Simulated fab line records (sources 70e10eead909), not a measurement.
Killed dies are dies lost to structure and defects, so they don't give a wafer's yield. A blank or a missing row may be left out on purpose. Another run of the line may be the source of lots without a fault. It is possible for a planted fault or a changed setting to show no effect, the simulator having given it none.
Struck lot and sound lot, side by side	flow nandHarc	14 steps out of a route of 1302
Sound: these wafers, L109.3, L109.4, L109.6. The struck wafers were L113.2, L113.5, L113.6. The cause comes at the end.
For every step that has rows: the tool of each side, followed by ch and its chambers, followed by its first start. Under that, the readings that differ: sound wafers	struck wafers	difference of the means	sigmas: that difference in standard deviations of wafers without a fault.
alike: readings with means less than 2 such deviations apart, plus words and numbers identical on both sides. not compared: withheld readings, readings lacking a value on some wafer, bounds such as >300 that could conceal the same value, and numbers that have no deviation in the record and whose values overlap.
Wherever a step has rows on one side only, a row that says differs or no value, or a row with sigmas, the two part there. Numbers that don't overlap but have no deviation are shown without sigmas and don't part them. Lack of a reading on every wafer of one side parts them only where that side has two or more wafers.

NHARC_A_CONTACT_STRIP_55: strips in O2.
  sound on rieDiel-04 ch 0,3; struck on rieDiel-04 ch 1,2
  alike: drypumpMotorCurrentA, oesProductAu, rfVppV, showerheadPlenumPTorr, throttleValvePct
  not compared: rfHoursCounterH
then, 1 step without rows for these wafers: NHARC_A_CONTACT_STRIP_56 (strips in post etch residue remover, time 600 s).
NHARC_A_CONTACT_DEP_57: deposits aC, target thk 5300 nm.
  sound on aclDep-02 ch 0, day 24 04:14; struck on aclDep-03 ch 0, day 26 18:17
  alike: throttleValvePct
NHARC_A_CONTACT_DEP_58: deposits SiON, target thk 90 nm.
  sound on pecvd-01 ch 1,2, day 24 06:26; struck on pecvd-02 ch 0,1,2, day 26 21:04
  alike: heaterPowerW
  not compared: sinceWetCleanH
then, 8 steps without rows for these wafers: NHARC_A_CONTACT_DEHYDRATE_59 (time 120 s); NHARC_A_CONTACT_HMDS_60 (time 30 s); NHARC_A_CONTACT_COAT_61 (time 75 s); NHARC_A_CONTACT_COAT_62 (time 65 s); NHARC_A_CONTACT_COAT_63 (resist thk 90 nm); NHARC_A_CONTACT_SOFTBAKE_64 (time 55 s); NHARC_A_CONTACT_EBR_65; NHARC_A_CONTACT_EXPOSE_66 (exposes mask A CC 2).
NHARC_A_CONTACT_PEB_67: peb time 65 s.
  sound on lithoTrack-01 ch 0, day 24 07:05; struck on lithoTrack-06, day 26 21:31
  no value came back on the struck wafers for chillPlateTempC (C), exhaustPa (Pa), plateTempC (C); on the sound wafers chillPlateTempC (C) reads 22.96 22.79 23.09
then, 1 step without rows for these wafers: NHARC_A_CONTACT_DEVELOP_68 (develop time 35 s).

## WHERE THEY PART
NHARC_A_CONTACT_PEB_67 only, going by this record.

WHY: whatever the simulator had introduced
Skipped step whole: lithoTrack-06, from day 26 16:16 on, at NHARC_A_CONTACT_PEB_67. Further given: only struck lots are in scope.
